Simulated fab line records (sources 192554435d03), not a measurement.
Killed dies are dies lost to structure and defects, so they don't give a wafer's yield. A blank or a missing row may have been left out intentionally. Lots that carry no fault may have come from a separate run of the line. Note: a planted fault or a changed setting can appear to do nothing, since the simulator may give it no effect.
fab line records	flow n5-finfet
record lots=6	wafers=18	last-day=18
route steps=1938 shown HKMG_FIN@454 GATE_CUT@465 BEOL_M4@1111
lots that met no fault: from a run of the same line without faults
start-h: hours from the record's opening day to when the first of the lot's shown wafers began	wait-h: hours from the lot's prior step to this one	" repeats the value in the row above	L1.1+2: a row that stands for several wafers	- no value present, or no start provided	* or withheld: withheld	< > ~ a bound
route shown NAME@n: names a module that has steps shown in the file, with the first one's number in the route	usual: mean/standard deviation of fault-free wafers	same: alike in all rows	chamber/n: place in a boat	sites: the reading at each site	_std_site: how widely they spread, as a standard deviation	_edge_site: the outer-site mean with the inner-site mean subtracted	radius-mm: for every site, how far away it sits from the centre of the wafer	mask NAME#n: copy n	behind: the last tool/chamber to shape the wafer	hold: why the lot was held/for how many hours/how that ended	device: transistor that didn't switch, given as n, p or np	end of line: at the end of the route, the tests of the same wafers	for a step that has no rows: nothing shown but its recipe	killed: dies that structure and defects cost at the first sort, which is not the same as the wafer's yield	map: dies across one wafer; x = killed, . = not, _ = none there
set.NAME: the setting that was run; set.NAME@STEP: the one run at that earlier step	model.NAME: the simulator's own value behind a step, which no gauge read
lots at some steps of the route; a table a step, a row a wafer
services: from which hour (start-h, from the record's first day; less than 0 if before it) a tool's chamber was out of use, for how many hours, and why
## steps
# step N5_HKMG_FIN_ETCHBACK_68
# recipe chemistry=Cl2/Ar	stop-on=HfO2	target-depth-a=5	pressure-mtorr=10	icp-w=600	bias-w=60	Cl2_flow_sccm=40	Ar_flow_sccm=60
# usual drypump-motor-current-A=5.9/0.52	mfc-ar-sccm=59.99/0.21	mfc-cl2-sccm=40.00/0.13	oes-product-au=0.69/0.12	throttle-valve-pct=20.93/0.2
lot.wafer	tool	chamber	start-h	wait-h	drypump-motor-current-A	mfc-ar-sccm	mfc-cl2-sccm	oes-product-au	rf-hours-counter-h	throttle-valve-pct
L651.1	rie-metal-02	1	85.31	0.0	6.2	59.86	40.05	0.62	111	20.90
L651.2	"	0	"	"	6.5	59.92	39.93	0.62	124	21.15
L651.5	"	1	"	"	6.2	59.95	40.02	0.62	-	20.89
L656.1	rie-metal-02	0	114.24	0.0	6.5	60.21	40.14	0.62	126	21.14
L656.2	"	1	"	"	6.2	59.62	40.16	0.62	114	20.89
L656.4	"	1	"	"	6.2	59.71	40.02	0.61	-	20.91
L663.3	rie-metal-02	1	159.95	0.1	6.2	60.05	40.07	0.61	-	20.92
L663.4	"	0	"	"	6.5	60.19	39.92	0.62	-	21.14
L663.6	"	0	"	"	6.5	60.39	39.79	0.61	-	21.15
L664.1	rie-metal-02	1	160.93	0.0	6.2	60.37	40.13	0.60	118	20.91
L664.2	"	0	"	"	6.5	60.03	39.90	0.61	129	21.14
L664.6	"	1	"	"	6.2	59.97	40.25	0.60	-	20.93
L672.1	rie-metal-02	0	210.37	0.0	6.5	59.62	39.80	0.98	0	20.85
L672.5	"	1	"	"	6.2	60.13	39.95	0.59	-	20.93
L672.6	"	0	"	"	6.5	60.17	40.08	0.98	-	20.85
L673.2	rie-metal-01	1	221.09	0.0	5.8	60.03	39.93	0.78	41	20.65
L673.4	"	0	"	"	4.8	59.90	40.09	0.64	-	20.73
L673.5	"	0	"	"	4.8	60.04	39.99	0.65	-	20.73
# step N5_HKMG_FIN_STRIP_69
# recipe chemistry=N2/H2	power-w=2500	temp-c=300	h2-frac=0.65	time-s=360	pressure-mtorr=withheld	n2-flow-sccm=1750	h2-flow-sccm=3250
# step N5_HKMG_FIN_ALD_21
# recipe material=TiN	target-thk-a=15	temp-c=400	ald-precursor-family=TiCl4	ald-co-reactant=NH3	pulse-time-s=1	purge-time-s=3	co-reactant-purge-time-s=2	co-reactant-pulse-time-s=2	ald-cycles=68	pressure-torr=3
# step N5_HKMG_FIN_ALD_72
# recipe material=W	target-thk-a=20	temp-c=300	pressure-torr=7.5	ald-precursor-family=WF6	ald-co-reactant=B2H6	pulse-time-s=1	purge-time-s=2	co-reactant-purge-time-s=2	co-reactant-pulse-time-s=3	ald-cycles=7
# usual chamber-pressure-Torr=7.503/0.016	heater-power-outer-w=257/29	heater-power-w=458/25	precursor-pulse-height-rel=0.997/0.02
lot.wafer	tool	chamber	start-h	wait-h	chamber-pressure-Torr	heater-power-outer-w	heater-power-w	precursor-pulse-height-rel	since-wet-clean-h
L651.1	cvd-w-02	0	86.20	0.2	7.524	295	476	1.037	768
L651.2	"	1	"	"	7.512	230	447	1.005	768
L651.5	"	1	"	"	7.517	222	448	0.992	-
L656.1	cvd-w-01	1	115.13	0.2	7.474	230	432	0.980	283
L656.2	"	0	"	"	7.480	255	421	0.992	283
L656.4	"	1	"	"	7.503	228	431	0.999	-
L663.3	cvd-w-02	0	160.82	0.2	7.487	296	487	0.979	-
L663.4	"	1	"	"	7.525	227	443	0.988	-
L663.6	"	0	"	"	7.503	297	496	0.968	-
L664.1	cvd-w-01	0	161.81	0.2	7.506	254	420	0.963	330
L664.2	"	1	"	"	7.513	229	443	0.976	330
L664.6	"	1	"	"	7.512	237	440	1.017	-
L672.1	cvd-w-02	1	211.26	0.2	7.516	230	441	0.996	893
L672.5	"	1	"	"	7.493	233	452	0.986	-
L672.6	"	0	"	"	7.536	297	493	1.012	-
L673.2	cvd-w-02	0	221.98	0.2	7.494	294	487	1.039	904
L673.4	"	0	"	"	7.492	295	483	1.027	-
L673.5	"	0	"	"	7.499	292	504	0.994	-
# step N5_HKMG_FIN_W_FILL_22
# recipe material=W	target-thk-a=600	temp-c=400	pressure-torr=39.4	time-s=18.2
# usual chamber-pressure-Torr=39.39/0.093	heater-power-outer-w=503/57	heater-power-w=816/44	throttle-valve-pct=20.0/1.2
lot.wafer	tool	chamber	start-h	wait-h	chamber-pressure-Torr	heater-power-outer-w	heater-power-w	since-wet-clean-h	throttle-valve-pct
L651.1	cvd-w-02	0	86.26	0.0	39.47	566	846	768	21.1
L651.2	"	1	"	"	39.27	453	770	768	19.7
L651.5	"	1	"	"	39.40	455	800	-	19.5
L656.1	cvd-w-01	1	115.19	0.0	39.42	464	772	283	18.4
L656.2	"	0	"	"	39.28	496	743	283	17.9
L656.4	"	1	"	"	39.40	470	801	-	18.5
L663.3	cvd-w-02	0	160.87	0.0	39.52	573	859	-	21.3
L663.4	"	1	"	"	39.55	451	785	-	19.9
L663.6	"	0	"	"	39.36	577	875	-	21.4
L664.1	cvd-w-01	0	161.88	0.0	39.21	503	757	330	18.0
L664.2	"	1	"	"	39.45	463	776	330	18.7
L664.6	"	1	"	"	39.43	466	800	-	18.5
L672.1	cvd-w-02	1	211.32	0.0	39.41	450	791	893	19.9
L672.5	"	1	"	"	39.47	437	809	-	19.8
L672.6	"	0	"	"	39.31	571	869	-	21.5
L673.2	cvd-w-02	0	222.04	0.0	39.59	555	871	904	21.5
L673.4	"	0	"	"	39.42	583	862	-	21.5
L673.5	"	0	"	"	39.47	576	878	-	21.7
# step N5_HKMG_FIN_PRECLEAN_83
# recipe chemistry=DIW	time-s=57.5	temp-c=23
# step N5_HKMG_FIN_SRD_84
# recipe dry-time-s=32	dry=n2-spin	spin-rpm=1500
# step N5_HKMG_FIN_CMP_23
# recipe stop-on=SiNx	t-overpolish-s=10	post-cmp-clean=rinse-only	down-force-psi=4	platen-rpm=50.289	pad-velocity-m-s=1.0006	target-thk-nm=46.326
# step N5_HKMG_FIN_CMP_94
# recipe stop-on=SiNx	post-cmp-clean=w-dilute-nh4oh	t-overpolish-s=4.7	down-force-psi=4	platen-rpm=50.289	pad-velocity-m-s=1.0006	target-thk-nm=43.299
# usual motor-current-A=12.1/1.6
lot.wafer	tool	chamber	start-h	wait-h	motor-current-A
L651.1	cmp-04	1	86.92	0.3	14.0
L651.2	"	3	"	"	11.1
L651.5	"	1	"	"	13.9
L656.4	cmp-02	0	115.78	0.4	11.4
L656.1	"	1	"	"	13.3
L656.2	"	2	"	"	13.5
L663.4	cmp-02	2	161.45	0.4	13.3
L663.3	"	0	"	"	10.7
L663.6	"	2	"	"	13.1
L664.2	cmp-03	0	162.46	0.4	11.0
L664.1	"	3	"	"	10.6
L664.6	"	1	"	"	11.7
L672.1	cmp-03	0	211.97	0.3	11.7
L672.5	"	2	"	"	15.4
L672.6	"	3	"	"	10.2
L673.4	cmp-03	2	222.66	0.3	15.9
L673.2	"	0	"	"	11.3
L673.5	"	1	"	"	10.7
# step N5_HKMG_FIN_INSPECT_28
# recipe inspect-instrument=darkfield	mode=post-cmp
# usual raw-defect-count=36/15
lot.wafer	tool	chamber	start-h	wait-h	raw-defect-count
L651.1	defect-inspect-01	-	87.12	0.0	59
L651.2	"	-	"	"	67
L651.5	"	-	"	"	24
L656.1	defect-inspect-02	-	116.01	0.0	33
L656.2	"	-	"	"	35
L656.4	"	-	"	"	37
L663.3	defect-inspect-02	-	161.69	0.0	25
L663.4	"	-	"	"	51
L663.6	"	-	"	"	52
L664.1	defect-inspect-01	-	162.69	0.0	26
L664.2	"	-	"	"	69
L664.6	"	-	"	"	34
L672.1	defect-inspect-01	-	212.14	0.0	36
L672.5	"	-	"	"	35
L672.6	"	-	"	"	42
L673.2	defect-inspect-02	-	222.86	0.0	33
L673.4	"	-	"	"	22
L673.5	"	-	"	"	19
# step N5_GATE_CUT_ETCHBACK_00
# recipe chemistry=SF6/Cl2	target=W	pressure-mtorr=8	icp-w=900	bias-w=80	SF6_flow_sccm=40	Cl2_flow_sccm=60
# usual drypump-motor-current-A=5.7/0.56	mfc-cl2-sccm=60.01/0.16	oes-product-au=0.73/0.12	throttle-valve-pct=27.44/0.28
lot.wafer	tool	chamber	start-h	wait-h	drypump-motor-current-A	mfc-cl2-sccm	oes-product-au	rf-hours-counter-h	throttle-valve-pct
L651.1	rie-metal-03	1	87.15	0.0	5.4	59.99	0.92	7	27.45
L651.2	"	0	"	"	5.9	60.14	0.66	91	28.35
L651.5	"	1	"	"	5.4	59.95	0.93	-	27.45
L656.1	rie-metal-01	0	116.04	0.0	4.8	59.83	0.67	97	27.33
L656.2	"	1	"	"	5.8	60.13	0.83	28	27.15
L656.4	"	0	"	"	4.8	59.96	0.67	-	27.31
L663.3	rie-metal-01	0	161.76	0.1	4.8	59.95	0.66	-	27.35
L663.4	"	1	"	"	5.8	59.93	0.81	-	27.16
L663.6	"	0	"	"	4.9	60.14	0.66	-	27.34
L664.1	rie-metal-01	1	162.73	0.0	5.8	59.96	0.82	33	27.15
L664.2	"	0	"	"	4.8	60.13	0.67	102	27.33
L664.6	"	1	"	"	5.8	60.00	0.82	-	27.14
L672.1	rie-metal-02	0	212.18	0.0	6.5	60.35	0.99	0	27.42
L672.5	"	1	"	"	6.2	60.27	0.61	-	27.50
L672.6	"	0	"	"	6.5	59.99	0.99	-	27.41
L673.2	rie-metal-02	1	222.89	0.0	6.2	60.08	0.60	124	27.53
L673.4	"	1	"	"	6.2	59.75	0.59	-	27.50
L673.5	"	1	"	"	6.2	60.12	0.60	-	27.52
# step N5_GATE_CUT_ETCH_56
# recipe chemistry=Cl2/Ar	target=TiN	target-depth-a=216	pressure-mtorr=10	icp-w=600	bias-w=60	Cl2_flow_sccm=40	Ar_flow_sccm=60
# usual drypump-motor-current-A=5.7/0.56	mfc-ar-sccm=59.99/0.19	mfc-cl2-sccm=39.99/0.12	oes-product-au=0.74/0.12	throttle-valve-pct=20.80/0.18
lot.wafer	tool	chamber	start-h	wait-h	drypump-motor-current-A	mfc-ar-sccm	mfc-cl2-sccm	oes-product-au	rf-hours-counter-h	throttle-valve-pct	model.etch.depth-nm
L651.1	rie-metal-03	1	87.27	0.1	5.4	59.65	39.91	0.95	7	20.72	22.89
L651.2	"	0	"	"	5.9	60.18	39.93	0.68	91	21.20	22.67
L651.5	"	1	"	"	5.4	59.71	40.13	0.96	-	20.71	23
L656.1	rie-metal-01	0	116.16	0.1	4.9	59.86	40.14	0.67	97	20.72	21.51
L656.2	"	1	"	"	5.8	60.07	40.02	0.81	28	20.62	21.13
L656.4	"	0	"	"	4.9	59.81	40.16	0.68	-	20.71	21.65
L663.3	rie-metal-01	0	161.87	0.1	4.9	60.15	40.08	0.67	-	20.72	21.74
L663.4	"	1	"	"	5.8	60.18	40.00	1.16	-	20.28	36.47
L663.6	"	0	"	"	4.9	60.01	39.87	0.97	-	20.37	37.25
L664.1	rie-metal-01	1	162.85	0.1	5.8	59.65	39.89	0.80	33	20.63	20.96
L664.2	"	0	"	"	4.8	60.02	40.03	0.95	102	20.40	36.81
L664.6	"	1	"	"	5.8	59.38	39.95	1.16	-	20.26	36.12
L672.1	rie-metal-02	0	212.30	0.1	6.5	60.15	40.24	0.99	0	20.82	22.58
L672.5	"	1	"	"	6.2	60.34	40.10	0.60	-	20.91	21.86
L672.6	"	0	"	"	6.5	60.14	40.10	0.99	-	20.83	22.3
L673.2	rie-metal-02	1	223.01	0.1	6.2	59.70	39.92	0.60	125	20.91	21.95
L673.4	"	1	"	"	6.2	60.14	39.76	0.61	-	20.91	22.18
L673.5	"	1	"	"	6.2	59.96	39.91	0.60	-	20.91	21.93
# step N5_GATE_CUT_ETCHBACK_30
# recipe chemistry=Cl2/Ar	target=TiN	target-depth-a=30	mode=isotropic	pressure-mtorr=10	icp-w=600	bias-w=60	Cl2_flow_sccm=40	Ar_flow_sccm=60
# step N5_BEOL_M4_RC_MEAS_101
# usual DIBL_N=37.5/2.5	DIBL_P=38/3.1	IOFF_N=0.19/0.059	IOFF_P=0.24/0.061	ION_N=679/16	ION_P=465/9.8	SS_N=72.0/0.8	SS_P=73.7/0.86	VT_N=248/4.5	VT_P=-249/3.5
lot.wafer	tool	chamber	start-h	wait-h	DIBL_N[mV/V]	DIBL_P[mV/V]	IOFF_N[nA/um]	IOFF_P[nA/um]	ION_N[uA/um]	ION_P[uA/um]	SS_N[mV/dec]	SS_P[mV/dec]	VT_N[mV]	VT_P[mV]
L651.1	prober-02	0	169.76	0.0	37.1	39	0.19	0.25	682	466	71.6	73.0	248	-248
L651.2	"	0	"	"	33.9	35	0.13	0.19	666	461	71.2	72.9	255	-249
L651.5	"	0	"	"	38.0	40	0.21	0.28	687	466	72.3	73.5	247	-247
L656.1	prober-01	0	215.28	0.0	39.4	41	0.22	0.28	692	471	72.9	74.1	248	-248
L656.2	"	0	"	"	42.2	45	0.33	0.38	704	473	73.8	75.4	241	-243
L656.4	"	0	"	"	42.3	44	0.35	0.34	714	472	74.2	75.5	240	-243
L663.3	prober-02	0	257.34	0.3	43.9	45	0.41	0.56	724	496	73.8	75.5	236	-235
L663.4	"	0	"	"	36.5	34	0.15	0.23	690	476	71.1	72.3	250	-245
L663.6	"	0	"	"	36.9	34	0.17	0.24	683	472	72.2	73.3	247	-243
L664.1	prober-02	0	258.90	0.0	35.8	33	0.14	0.19	671	466	72.7	72.6	249	-251
L664.2	"	0	"	"	40.6	41	0.23	0.31	673	461	72.9	74.7	246	-246
L664.6	"	0	"	"	39.1	37	0.20	0.23	669	459	74.1	73.6	253	-251
L672.1	prober-02	0	311.96	0.0	37.4	39	0.18	0.22	683	461	72.1	73.8	248	-250
L672.5	"	0	"	"	33.9	35	0.13	0.18	666	458	71.2	73.1	251	-252
L672.6	"	0	"	"	38.7	41	0.22	0.27	686	469	72.9	74.3	249	-248
L673.2	prober-02	0	317.28	0.2	30.9	31	0.10	0.14	652	455	71.1	71.5	255	-251
L673.4	"	0	"	"	37.6	40	0.22	0.30	704	479	72.7	73.4	244	-245
L673.5	"	0	"	"	32.4	35	0.13	0.20	667	470	71.5	73.3	251	-252
## services
tool	chamber	start-h	hours	kind
cmp-03	-	77.63	0.9	repair
rie-metal-03	-	80.31	1.4	pm
cmp-03	-	84.88	0.2	repair
rie-metal-03	0	93.66	10.2	repair
cmp-02	-	100.91	0.9	repair
cmp-04	-	103.11	7.6	pm
cmp-04	-	110.72	5.7	pm
cmp-02	-	120.40	0.7	repair
rie-metal-01	-	120.43	0.8	repair
cmp-03	-	122.60	6.2	pm
cvd-w-01	-	126.98	2.8	pm
cmp-02	-	133.65	3.4	pm
rie-metal-03	-	140.87	57.9	repair
rie-metal-02	0	145.50	5.4	repair
cvd-w-01	0	147.41	4.9	repair
cmp-03	-	149.96	3.7	repair
cvd-w-01	-	153.20	1.2	repair
cmp-02	-	154.38	4.4	repair
cmp-03	-	169.69	6.0	pm
rie-metal-02	0	197.32	-	clean
rie-metal-02	0	197.32	13.0	scheduled-down
cmp-03	-	197.42	0.9	repair
cvd-w-01	0	207.56	5.0	repair
cmp-04	-	214.51	0.7	repair
## key
first-sign step=N5_GATE_CUT_ETCH_56	reading=throttle-valve-pct	direction=down	sigmas=2.6	usual=*	struck=*	wafers-moved=2
effect step=N5_GATE_CUT_ETCH_56	reading=oes-product-au	direction=up	sigmas=2.6	usual=0.74	struck=1.06
model-effect step=N5_GATE_CUT_ETCH_56	value=etch.depth-nm	without=21.45	struck=36.66
met-at N5_GATE_CUT_ETCH_56
struck-wafers L663.4,L663.6,L664.2,L664.6
onset-between 116.16 161.87
fault kind=process-parameter-drift	tool=rie-metal-01	chamber=-	onset-h=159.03	steps=N5_GATE_CUT_ETCH_56	channel=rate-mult	offset=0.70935	shape=step	end-h=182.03	scope=struck-wafers-only
